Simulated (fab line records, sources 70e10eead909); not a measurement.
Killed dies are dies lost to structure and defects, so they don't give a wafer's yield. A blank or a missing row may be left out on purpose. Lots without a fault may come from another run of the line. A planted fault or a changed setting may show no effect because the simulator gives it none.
Which tool did it? | flow nand_harc | 24 lots, 72 wafers sampled, at 4 steps of a route of 1159

WHAT THE GAUGES READ, wafer by wafer
NHARC_A_M0_INSPECT_27. Usual: raw_defect_count 426, standard deviation 150.
lot  | measured     | on                | raw_defect_count | flag
L077 | day 22 23:38 | defect_inspect-01 | 758 1035 551     |
L078 | day 23 07:13 | defect_inspect-01 | 382 355 292      |
L074 | day 23 10:40 | defect_inspect-02 | 405 341 387      |
L076 | day 23 11:02 | defect_inspect-01 | 297 302 297      |
L075 | day 23 11:57 | defect_inspect-02 | 398 420 481      |
L082 | day 23 12:51 | defect_inspect-01 | 382 565 443      |
L080 | day 23 19:35 | defect_inspect-01 | 392 373 372      |
L079 | day 23 23:38 | defect_inspect-02 | 532 452 452      |
L081 | day 24 00:03 | defect_inspect-02 | 547 343 391      |
L084 | day 24 00:31 | defect_inspect-01 | 330 288 360      |
L083 | day 24 01:41 | defect_inspect-02 | 286 324 269      |
L087 | day 24 06:07 | defect_inspect-01 | 946 436 864      |
L088 | day 25 05:47 | defect_inspect-01 | 466 356 411      |
L085 | day 25 06:05 | defect_inspect-02 | 337 401 367      |
L089 | day 25 07:10 | defect_inspect-01 | 472 435 349      |
L093 | day 25 07:52 | defect_inspect-02 | 384 340 349      |
L091 | day 25 08:11 | defect_inspect-01 | 482 649 498      |
L092 | day 25 08:17 | defect_inspect-01 | 510 358 338      |
L095 | day 25 12:56 | defect_inspect-01 | 479 602 473      |
L094 | day 25 14:19 | defect_inspect-02 | 435 546 553      |
L090 | day 25 19:21 | defect_inspect-01 | 335 371 267      |
L086 | day 26 04:27 | defect_inspect-01 | 345 450 459      |
L097 | day 26 15:07 | defect_inspect-02 | 376 390 444      |
L096 | day 26 16:13 | defect_inspect-02 | 331 317 345      |

NHARC_A_BONDPAD_CD_MEAS_13. Usual: cd_nm 499.8 nm, standard deviation 1.8.
lot  | measured     | on        | cd_nm (nm)        | flag
L077 | day 23 06:11 | cd_sem-02 | 501.9 502.2 503.1 |
L078 | day 23 14:06 | cd_sem-02 | 499.8 500.3 501.2 |
L074 | day 23 17:13 | cd_sem-03 | 499.6 501.8 500.0 |
L076 | day 23 17:41 | cd_sem-02 | 499.6 500.7 497.8 |
L075 | day 23 18:32 | cd_sem-02 | 499.4 496.3 500.8 |
L082 | day 23 19:29 | cd_sem-02 | 498.1 496.9 500.0 |
L080 | day 24 02:25 | cd_sem-02 | 499.8 497.9 498.7 |
L079 | day 24 06:10 | cd_sem-03 | 499.1 500.5 497.2 |
L081 | day 24 06:42 | cd_sem-02 | 497.2 499.5 500.3 |
L084 | day 24 07:04 | cd_sem-03 | 501.9 501.2 500.3 |
L083 | day 24 08:11 | cd_sem-03 | 498.5 501.1 499.1 |
L087 | day 24 12:55 | cd_sem-02 | 498.1 502.8 499.1 |
L088 | day 25 12:31 | cd_sem-03 | 500.3 496.5 497.1 |
L085 | day 25 12:43 | cd_sem-01 | 499.8 502.7 498.2 |
L089 | day 25 13:49 | cd_sem-03 | 498.9 499.7 498.6 |
L093 | day 25 15:08 | cd_sem-02 | 499.2 496.6 497.7 |
L091 | day 25 16:26 | cd_sem-02 | 498.2 496.8 497.5 |
L092 | day 25 16:08 | cd_sem-02 | 501.3 502.8 501.6 |
L095 | day 25 19:41 | cd_sem-03 | 503.2 498.3 498.9 |
L094 | day 25 21:08 | cd_sem-01 | 502.3 501.2 501.3 |
L090 | day 26 02:02 | cd_sem-02 | 502.6 500.9 501.9 |
L086 | day 26 11:05 | cd_sem-03 | 496.7 499.1 499.6 |
L097 | day 26 21:40 | cd_sem-03 | 499.1 500.6 502.9 |
L096 | day 26 22:55 | cd_sem-03 | 502.2 499.0 501.2 |

WHICH TOOL RAN EACH LOT (tool, then ch and the chambers of the sampled wafers, then the start)
lot  | NHARC_A_CONTACT_STRIP_82                      | NHARC_A_BLC_STRIP_21
L077 | rie_diel-06 ch 1,2,3, day 21 15:52 or earlier | rie_diel-12 ch 0,1,3, day 21 15:52
L078 | rie_diel-06 ch 0,1,2, day 21 22:53 or earlier | rie_diel-01 ch 0,2,3, day 21 22:53
L074 | rie_diel-06 ch 0,3, day 22 03:56 or earlier   | rie_diel-12 ch 1,2,3, day 22 03:56
L076 | rie_diel-05 ch 1,3, day 22 04:39 or earlier   | rie_diel-12 ch 0,1,2, day 22 04:39
L075 | rie_diel-05 ch 0,2,3, day 22 06:43 or earlier | rie_diel-01 ch 0,1,3, day 22 06:43
L082 | rie_diel-06 ch 0,1,2, day 22 08:41 or earlier | rie_diel-01 ch 0,1,2, day 22 08:41
L080 | rie_diel-05 ch 0,1,2, day 22 15:17 or earlier | rie_diel-01 ch 2,3, day 22 15:17
L079 | rie_diel-05 ch 0,3, day 22 22:02 or earlier   | rie_diel-12 ch 0,1,3, day 22 22:02
L081 | rie_diel-05 ch 2,3, day 22 22:59 or earlier   | rie_diel-11 ch 0,2,3, day 22 22:59
L084 | rie_diel-06 ch 1,3, day 22 23:07 or earlier   | rie_diel-01 ch 0,3, day 22 23:07
L083 | rie_diel-04 ch 0,1,2, day 23 05:07 or earlier | rie_diel-12 ch 1,2, day 23 05:07
L087 | rie_diel-05 ch 0,3, day 23 10:22 or earlier   | rie_diel-01 ch 1,2,3, day 23 10:22
L088 | rie_diel-06 ch 1,2,3, day 23 23:22 or earlier | rie_diel-12 ch 1,2,3, day 23 23:22
L085 | rie_diel-06 ch 0,1, day 23 23:38 or earlier   | rie_diel-12 ch 0,2,3, day 23 23:38
L089 | rie_diel-06 ch 0,2,3, day 23 23:58 or earlier | rie_diel-12 ch 1,3, day 23 23:58
L093 | rie_diel-05 ch 0,2,3, day 24 03:58 or earlier | rie_diel-01 ch 0,1,2, day 24 03:58
L091 | rie_diel-06 ch 2,3, day 24 05:10 or earlier   | rie_diel-01 ch 0,2,3, day 24 05:10
L092 | rie_diel-04 ch 0,2, day 24 05:54 or earlier   | rie_diel-01 ch 0,1,2, day 24 05:54
L095 | rie_diel-06 ch 0,1,2, day 24 10:36 or earlier | rie_diel-11 ch 0,2,3, day 24 10:36
L094 | rie_diel-05 ch 0,1,2, day 24 15:38 or earlier | rie_diel-12 ch 0,1, day 24 15:38
L090 | rie_diel-04 ch 1,2, day 24 16:20 or earlier   | rie_diel-12 ch 0,1,2, day 24 16:20
L086 | rie_diel-06 ch 0,2, day 25 07:19 or earlier   | rie_diel-12 ch 1,2,3, day 25 07:19
L097 | rie_diel-06 ch 0,3, day 25 18:24 or earlier   | rie_diel-01 ch 0,3, day 25 18:24
L096 | rie_diel-05 ch 2,3, day 25 22:27 or earlier   | rie_diel-12 ch 0,1,3, day 25 22:27
- NHARC_A_CONTACT_STRIP_82: strips in O2.
- NHARC_A_BLC_STRIP_21: strips in O2.

WHAT THE TOOLS THEMSELVES READ (means of the sampled wafers that have a number; where no wafer has one, the mark that the record gives instead)
NHARC_A_CONTACT_STRIP_82. Usual: drypump_motor_current_A 5.8 A, standard deviation 0.59; oes_product_au 0.995 a.u., standard deviation 0.0082; rf_vpp_V 57.8 V, standard deviation 0.92; showerhead_plenum_p_Torr 3.54 Torr, standard deviation 0.14; throttle_valve_pct 17.038 %, standard deviation 0.0096.
lot  | tool        | drypump_motor_current_A (A) | oes_product_au (a.u.) | rf_vpp_V (V) | showerhead_plenum_p_Torr (Torr) | throttle_valve_pct (%) | flag
L077 | rie_diel-06 | 5.4                         | 0.997                 | 57.9         | 3.58                            | 17.040                 |
L078 | rie_diel-06 | 5.7                         | 0.997                 | 58.0         | 3.55                            | 17.038                 |
L074 | rie_diel-06 | 6.2                         | 0.996                 | 58.0         | 3.64                            | 17.032                 |
L076 | rie_diel-05 | 5.7                         | 1.004                 | 57.6         | 3.38                            | 17.034                 |
L075 | rie_diel-05 | 5.8                         | 0.987                 | 57.7         | 3.50                            | 17.039                 |
L082 | rie_diel-06 | 5.7                         | 0.989                 | 57.7         | 3.55                            | 17.044                 |
L080 | rie_diel-05 | 5.9                         | 0.991                 | 57.6         | 3.52                            | 17.035                 |
L079 | rie_diel-05 | 5.4                         | 0.989                 | 57.2         | 3.41                            | 17.036                 |
L081 | rie_diel-05 | 5.8                         | 0.996                 | 57.1         | 3.45                            | 17.040                 |
L084 | rie_diel-06 | 5.3                         | 0.997                 | 57.8         | 3.71                            | 17.046                 |
L083 | rie_diel-04 | 6.1                         | 1.003                 | 57.8         | 3.48                            | 17.044                 |
L087 | rie_diel-05 | 5.4                         | 0.989                 | 57.5         | 3.40                            | 17.041                 |
L088 | rie_diel-06 | 5.4                         | 0.992                 | 57.6         | 3.57                            | 17.031                 |
L085 | rie_diel-06 | 5.6                         | 0.991                 | 58.6         | 3.68                            | 17.039                 |
L089 | rie_diel-06 | 6.0                         | 1.004                 | 57.5         | 3.52                            | 17.036                 |
L093 | rie_diel-05 | 5.7                         | 0.988                 | 57.3         | 3.49                            | 17.044                 |
L091 | rie_diel-06 | 5.5                         | 1.001                 | 58.6         | 3.43                            | 17.031                 |
L092 | rie_diel-04 | 6.4                         | 1.003                 | 57.7         | 3.46                            | 17.030                 |
L095 | rie_diel-06 | 5.7                         | 0.995                 | 58.3         | 3.54                            | 17.032                 |
L094 | rie_diel-05 | 5.9                         | 0.992                 | 57.4         | 3.51                            | 17.039                 |
L090 | rie_diel-04 | 6.1                         | 0.996                 | 56.9         | 3.53                            | 17.036                 |
L086 | rie_diel-06 | 5.8                         | 1.001                 | 56.8         | 3.41                            | 17.046                 |
L097 | rie_diel-06 | 6.4                         | 1.004                 | 58.2         | 3.61                            | 17.034                 |
L096 | rie_diel-05 | 5.9                         | 0.999                 | 58.1         | 3.43                            | 17.036                 |

NHARC_A_BLC_STRIP_21. Usual: drypump_motor_current_A 5.9 A, standard deviation 0.38; oes_product_au 1.003 a.u., standard deviation 0.0092; rf_vpp_V 57.9 V, standard deviation 0.94; showerhead_plenum_p_Torr 3.55 Torr, standard deviation 0.14; throttle_valve_pct 17.036 %, standard deviation 0.0087.
lot  | tool        | drypump_motor_current_A (A) | oes_product_au (a.u.) | rf_vpp_V (V) | showerhead_plenum_p_Torr (Torr) | throttle_valve_pct (%) | flag
L077 | rie_diel-12 | 5.9                         | 1.005                 | 58.1         | 3.60                            | 17.031                 |
L078 | rie_diel-01 | 5.9                         | 1.002                 | 58.4         | 3.60                            | 17.041                 |
L074 | rie_diel-12 | 5.9                         | 1.003                 | 58.2         | 3.58                            | 17.032                 |
L076 | rie_diel-12 | 5.7                         | 1.004                 | 57.8         | 3.47                            | 17.038                 |
L075 | rie_diel-01 | 6.1                         | 0.999                 | 58.0         | 3.49                            | 17.038                 |
L082 | rie_diel-01 | 6.1                         | 1.006                 | 58.1         | 3.56                            | 17.040                 |
L080 | rie_diel-01 | 5.8                         | 1.005                 | 59.1         | 3.57                            | 17.028                 |
L079 | rie_diel-12 | 5.9                         | 1.001                 | 57.2         | 3.60                            | 17.037                 |
L081 | rie_diel-11 | 5.7                         | 0.990                 | 58.3         | 3.52                            | 17.039                 |
L084 | rie_diel-01 | 5.9                         | 1.005                 | 58.1         | 3.55                            | 17.038                 |
L083 | rie_diel-12 | 5.6                         | 1.002                 | 57.6         | 3.46                            | 17.042                 |
L087 | rie_diel-01 | 6.0                         | 1.003                 | 58.0         | 3.53                            | 17.031                 |
L088 | rie_diel-12 | 5.9                         | 1.006                 | 58.4         | 3.58                            | 17.030                 |
L085 | rie_diel-12 | 5.6                         | 1.009                 | 57.5         | 3.53                            | 17.033                 |
L089 | rie_diel-12 | 6.2                         | 1.000                 | 58.3         | 3.65                            | 17.035                 |
L093 | rie_diel-01 | 6.1                         | 1.013                 | 57.4         | 3.56                            | 17.037                 |
L091 | rie_diel-01 | 5.9                         | 1.010                 | 58.5         | 3.60                            | 17.038                 |
L092 | rie_diel-01 | 6.1                         | 1.006                 | 56.9         | 3.56                            | 17.035                 |
L095 | rie_diel-11 | 5.7                         | 1.004                 | 58.6         | 3.69                            | 17.031                 |
L094 | rie_diel-12 | 5.7                         | 1.002                 | 58.3         | 3.49                            | 17.036                 |
L090 | rie_diel-12 | 5.7                         | 1.000                 | 56.7         | 3.47                            | 17.035                 |
L086 | rie_diel-12 | 5.9                         | 1.003                 | 58.5         | 3.58                            | 17.041                 |
L097 | rie_diel-01 | 5.9                         | 1.008                 | 57.8         | 3.55                            | 17.026                 |
L096 | rie_diel-12 | 5.9                         | 1.000                 | 58.1         | 3.59                            | 17.036                 |

THE ANSWER, worked out from the rows above alone
Rule: a lot is off if the mean of its wafers that have a number lies more than 3 standard deviations from the usual mean. A lot without any number at a reading at which 4 lots or more have one is off too. The other lots that the step has rows for count as sound. The gauges are gone through in route order, then the tools' own readings, and for those a lot's mean is taken as printed above. The first step at which some lot is off is used, and at that step the reading that is off furthest; a lot without a number counts as furthest.
No lot is off at any reading shown: from this, nothing can be told.

WHAT THE SIMULATOR HAD PUT IN
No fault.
